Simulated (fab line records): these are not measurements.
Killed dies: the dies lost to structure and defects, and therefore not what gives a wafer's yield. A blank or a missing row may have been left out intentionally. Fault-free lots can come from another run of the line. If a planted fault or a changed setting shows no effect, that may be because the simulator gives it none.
Chamber matching || flow nand harc || 4 sister chambers for NHARC_A_BLC_DESCUM_15 on rie diel-03
The step chemistry O2, time 3 s. 4 wafers are shown with their chamber, then 8 later ones without.

WAFERS PAIRED WITH THEIR CHAMBERS
{"wafer": "L651.4", "chamber": 0, "showerhead plenum p Torr (Torr)": 1.80}
{"wafer": "L653.3", "chamber": 2, "showerhead plenum p Torr (Torr)": 1.88}
{"wafer": "L653.4", "chamber": 1, "showerhead plenum p Torr (Torr)": 2.04}
{"wafer": "L663.1", "chamber": 3, "showerhead plenum p Torr (Torr)": 1.84}

WAFERS WITHOUT THEIR CHAMBER
{"wafer": "L663.4", "showerhead plenum p Torr (Torr)": 1.80}
{"wafer": "L663.5", "showerhead plenum p Torr (Torr)": 1.80}
{"wafer": "L664.3", "showerhead plenum p Torr (Torr)": 1.84}
{"wafer": "L664.4", "showerhead plenum p Torr (Torr)": 1.87}
{"wafer": "L664.5", "showerhead plenum p Torr (Torr)": 1.84}
{"wafer": "L665.1", "showerhead plenum p Torr (Torr)": 1.84}
{"wafer": "L665.4", "showerhead plenum p Torr (Torr)": 1.87}
{"wafer": "L665.5", "showerhead plenum p Torr (Torr)": 1.80}

THE CHAMBER EACH PASSED THROUGH
{"wafer": "L663.4", "from the rows above": 0, "in truth": 0}
{"wafer": "L663.5", "from the rows above": 0, "in truth": 0}
{"wafer": "L664.3", "from the rows above": 3, "in truth": 3}
{"wafer": "L664.4", "from the rows above": 2, "in truth": 2}
{"wafer": "L664.5", "from the rows above": 3, "in truth": 3}
{"wafer": "L665.1", "from the rows above": 3, "in truth": 3}
{"wafer": "L665.4", "from the rows above": 2, "in truth": 2}
{"wafer": "L665.5", "from the rows above": 0, "in truth": 0}
Correctly placed: 8 of 8. Left unplaced by these rows: 0. 0 placed wrongly.
How it was worked out, from the rows above alone: a wafer's distance from a chamber is the root of the sum, over the readings, of the square of ((its reading less the chamber's mean) divided by the reading's scatter). The wafer belongs to the nearest chamber; if the next one is less than 2 further off, it can't be placed. A chamber's mean is the mean of its shown wafers. The scatter: with one shown wafer a chamber, the root of the mean of the squares of how far each hidden wafer lies from its nearest shown one.
